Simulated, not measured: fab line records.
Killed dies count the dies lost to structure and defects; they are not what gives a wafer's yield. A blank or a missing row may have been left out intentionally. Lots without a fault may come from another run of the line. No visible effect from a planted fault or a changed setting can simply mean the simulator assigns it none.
Matching of chambers :: flow nandHarc :: NHARC_P_M1_DESCUM_14 on rieDiel-08 has 4 sister chambers
The step chemistry O2, time 3 s. 4 wafers are shown with their chamber, then 8 later ones without.

WAFERS WITH THEIR CHAMBER
wafer: L091.1
chamber: 1
drypumpMotorCurrentA (A): 6.1

wafer: L091.2
chamber: 3
drypumpMotorCurrentA (A): 5.4

wafer: L091.3
chamber: 0
drypumpMotorCurrentA (A): 5.6

wafer: L091.4
chamber: 2
drypumpMotorCurrentA (A): 5.5

WAFERS WITHOUT THEIR CHAMBER
wafer: L091.5
drypumpMotorCurrentA (A): 5.4

wafer: L091.6
drypumpMotorCurrentA (A): 5.5

wafer: L090.1
drypumpMotorCurrentA (A): 5.4

wafer: L090.2
drypumpMotorCurrentA (A): 5.5

wafer: L090.3
drypumpMotorCurrentA (A): 5.6

wafer: L090.4
drypumpMotorCurrentA (A): 6.2

wafer: L090.5
drypumpMotorCurrentA (A): 5.6

wafer: L090.6
drypumpMotorCurrentA (A): 5.4

EACH ONE'S CHAMBER
wafer: L091.5
from the rows above: 3
in truth: 3

wafer: L091.6
from the rows above: 2
in truth: 2

wafer: L090.1
from the rows above: 3
in truth: 3

wafer: L090.2
from the rows above: 2
in truth: 2

wafer: L090.3
from the rows above: 0
in truth: 0

wafer: L090.4
from the rows above: 1
in truth: 1

wafer: L090.5
from the rows above: 0
in truth: 0

wafer: L090.6
from the rows above: 3
in truth: 3
Placed correctly: 8 of 8. Number that these rows cannot place: 0. Placed wrongly: 0.
How it was worked out, from the rows above alone: a wafer's distance from a chamber is the root of the sum, over the readings, of the square of ((its reading less the chamber's mean) divided by the reading's scatter). The wafer belongs to the nearest chamber; if the next one is less than 2 further off, it can't be placed. The mean given for a chamber averages the wafers shown for that chamber. The scatter: with one shown wafer a chamber, the root of the mean of the squares of how far each hidden wafer lies from its nearest shown one.
